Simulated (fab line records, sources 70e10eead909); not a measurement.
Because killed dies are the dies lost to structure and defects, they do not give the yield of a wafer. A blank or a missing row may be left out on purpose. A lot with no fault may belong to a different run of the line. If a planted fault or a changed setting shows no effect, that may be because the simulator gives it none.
Which tool did it? -- flow nandHarc -- 42 wafers from 14 lots sampled at 6 of the route's 1302 steps

== WHAT THE GAUGES SHOWED, per wafer ==
NHARC_A_DECK1_JOINT_THK_MEAS_17: measures by ellipsometry. Usual: thkNm 45.1 nm, standard deviation 1.3.
lot,measured,on,thkNm (nm),flag
L732,day 12 17:58,filmMetro-01,43.0 45.0 45.5,
L733,day 13 17:12,filmMetro-01,45.8 45.5 44.3,
L735,day 13 23:48,filmMetro-01,46.6 48.3 47.8,
L738,day 14 23:23,filmMetro-02,45.1 47.1 46.8,
L741,day 16 23:24,filmMetro-01,45.1 43.4 44.8,
L743,day 17 07:41,filmMetro-02,44.8 44.2 44.2,
L745,day 18 10:24,filmMetro-02,45.0 47.0 44.7,
L744,day 18 10:24,filmMetro-01,42.3 43.7 46.4,
L750,day 20 06:54,filmMetro-01,46.2 44.4 46.8,
L749,day 20 12:41,filmMetro-01,46.2 43.9 45.1,
L751,day 20 21:14,filmMetro-02,44.4 43.1 44.4,
L753,day 21 07:14,filmMetro-01,42.7 45.3 45.5,
L752,day 21 17:43,filmMetro-02,45.0 45.6 45.3,
L754,day 21 18:53,filmMetro-02,44.1 43.3 44.6,

NHARC_A_ONON_D2_THK_MEAS_27: measures by ellipsometry. Usual: thkNm 999 nm, standard deviation 9.9.
lot,measured,on,thkNm (nm),flag
L732,day 13 05:52,filmMetro-02,998 995 996,
L733,day 14 07:31,filmMetro-01,1020 1022 1020,
L735,day 14 12:07,filmMetro-01,991 992 990,
L738,day 15 11:11,filmMetro-01,1000 1000 1001,
L741,day 17 11:19,filmMetro-01,544 544 543,OFF
L743,day 17 19:43,filmMetro-01,534 532 533,OFF
L745,day 18 22:22,filmMetro-01,994 994 993,
L744,day 18 22:22,filmMetro-01,996 995 996,
L750,day 20 18:59,filmMetro-02,1014 1014 1014,
L749,day 21 00:38,filmMetro-02,1019 1021 1018,
L751,day 21 09:13,filmMetro-01,983 983 984,
L753,day 21 19:09,filmMetro-02,1005 1004 1007,
L752,day 22 05:44,filmMetro-01,1008 1009 1008,
L754,day 22 05:42,filmMetro-02,1008 1009 1009,

NHARC_A_ONON_D2_INSPECT_32. Usual: rawDefectCount 432, standard deviation 170.
lot,measured,on,rawDefectCount,flag
L732,day 13 07:00,defectInspect-01,796 972 608,
L733,day 14 08:38,defectInspect-02,318 264 535,
L735,day 14 13:13,defectInspect-01,244 211 241,
L738,day 15 12:18,defectInspect-02,806 704 932,
L741,day 17 12:27,defectInspect-02,268 324 197,
L743,day 17 20:49,defectInspect-02,234 377 474,
L745,day 18 23:29,defectInspect-02,930 672 633,
L744,day 18 23:28,defectInspect-01,535 577 583,
L750,day 20 20:14,defectInspect-01,341 292 259,
L749,day 21 01:44,defectInspect-02,538 351 196,
L751,day 21 10:19,defectInspect-02,444 459 328,
L753,day 21 20:21,defectInspect-01,481 460 267,
L752,day 22 06:56,defectInspect-02,438 357 307,
L754,day 22 06:48,defectInspect-02,345 309 530,

NHARC_A_CHANNEL_HOLE_D2_CD_MEAS_10 targets a cd of 100 nm. Usual: cdNm 100.3 nm, standard deviation 0.82.
lot,measured,on,cdNm (nm),flag
L732,day 13 09:51,cdSem-03,101.0 100.3 100.2,
L733,day 14 15:29,cdSem-03,98.5 99.5 98.7,
L735,day 15 00:41,cdSem-02,99.7 98.9 98.0,
L738,day 15 15:52,cdSem-01,101.5 100.9 101.5,
L745,day 19 02:14,cdSem-01,100.8 101.4 99.5,
L744,day 19 02:23,cdSem-03,100.5 100.7 100.6,
L750,day 20 23:02,cdSem-01,100.2 100.7 100.8,
L749,day 21 05:20,cdSem-03,100.8 100.3 101.3,
L751,day 21 19:28,cdSem-01,101.1 100.3 99.4,
L753,day 22 04:07,cdSem-03,100.4 100.2 100.2,
L752,day 22 11:46,cdSem-01,100.5 100.7 100.5,
L754,day 22 09:53,cdSem-01,99.8 100.5 99.5,

NHARC_END_SORT_01. Usual: killedAtArray 47, standard deviation 18; killedAtOther 0.9, standard deviation 1.1; killedAtPeriphery 4, standard deviation 3.1; killedDies 52, standard deviation 18; killedOpen 3.1, standard deviation 1.5; killedShort 2.4, standard deviation 1.5.
lot,measured,on,killedAtArray,killedAtOther,killedAtPeriphery,killedDies,killedOpen,killedShort,flag
L741,day 28 16:45,prober-01,671 669 674,0 2 0,6 6 3,677 677 677,3 2 2,4 2 1,OFF
L743,day 29 14:52,prober-02,674 675 676,0 0 0,3 2 1,677 677 677,2 4 6,4 5 2,OFF

== EACH LOT AND THE TOOL THAT RAN IT (in order: tool; ch and the chambers of the sampled wafers; start) ==
lot,NHARC_A_ONON_D2_DEP_25
L732,"pecvdOnon-04 ch 0, day 13 05:22"
L733,"pecvdOnon-03 ch 0, day 14 07:01"
L735,"pecvdOnon-03 ch 0, day 14 11:40"
L738,"pecvdOnon-03 ch 0, day 15 10:44"
L741,"pecvdOnon-04 ch 0, day 17 10:56"
L743,"pecvdOnon-04 ch 0, day 17 19:19"
L745,"pecvdOnon-01 ch 0, day 18 21:52"
L744,"pecvdOnon-03 ch 0, day 18 21:51"
L750,"pecvdOnon-04 ch 0, day 20 18:29"
L749,"pecvdOnon-01 ch 0, day 21 00:08"
L751,"pecvdOnon-01 ch 0, day 21 08:41"
L753,"pecvdOnon-01 ch 0, day 21 18:41"
L752,"pecvdOnon-03 ch 0, day 22 05:11"
L754,"pecvdOnon-04 ch 0, day 22 05:11"
- NHARC_A_ONON_D2_DEP_25: target thk 1000 nm.

== AS READ BY THE TOOLS THEMSELVES (means over the sampled wafers that have a number; for cases with no such wafer, the mark the record gives instead) ==
The record holds no such reading with a usual standard deviation.

== THE ANSWER, worked out from the rows above alone ==
Rule: take the mean of a lot's wafers that have a number; if it is more than 3 standard deviations from the usual mean, the lot is off. A lot without any number at a reading at which 4 lots or more have one is off too. Where the step has rows for the other lots, those lots are counted as sound. Order of review: gauges by route order, followed by the tools' own readings, for which a lot's mean as printed above is used. The first step at which some lot is off is used, and at that step the reading that is off furthest; a lot without a number counts as furthest.
Off: L741, L743, at NHARC_A_ONON_D2_THK_MEAS_27 (thkNm).
A tool fits if, at a process step before that reading, it ran every lot that is off, and no sound lot after the first of them. Not tried: the gauges at NHARC_A_ONON_D2_THK_MEAS_27; whatever is off there is also off at NHARC_END_SORT_01, on other tools, and gauge error can't account for it. Of those tried, none fits.

== WHAT THE SIMULATOR HAD PUT IN ==
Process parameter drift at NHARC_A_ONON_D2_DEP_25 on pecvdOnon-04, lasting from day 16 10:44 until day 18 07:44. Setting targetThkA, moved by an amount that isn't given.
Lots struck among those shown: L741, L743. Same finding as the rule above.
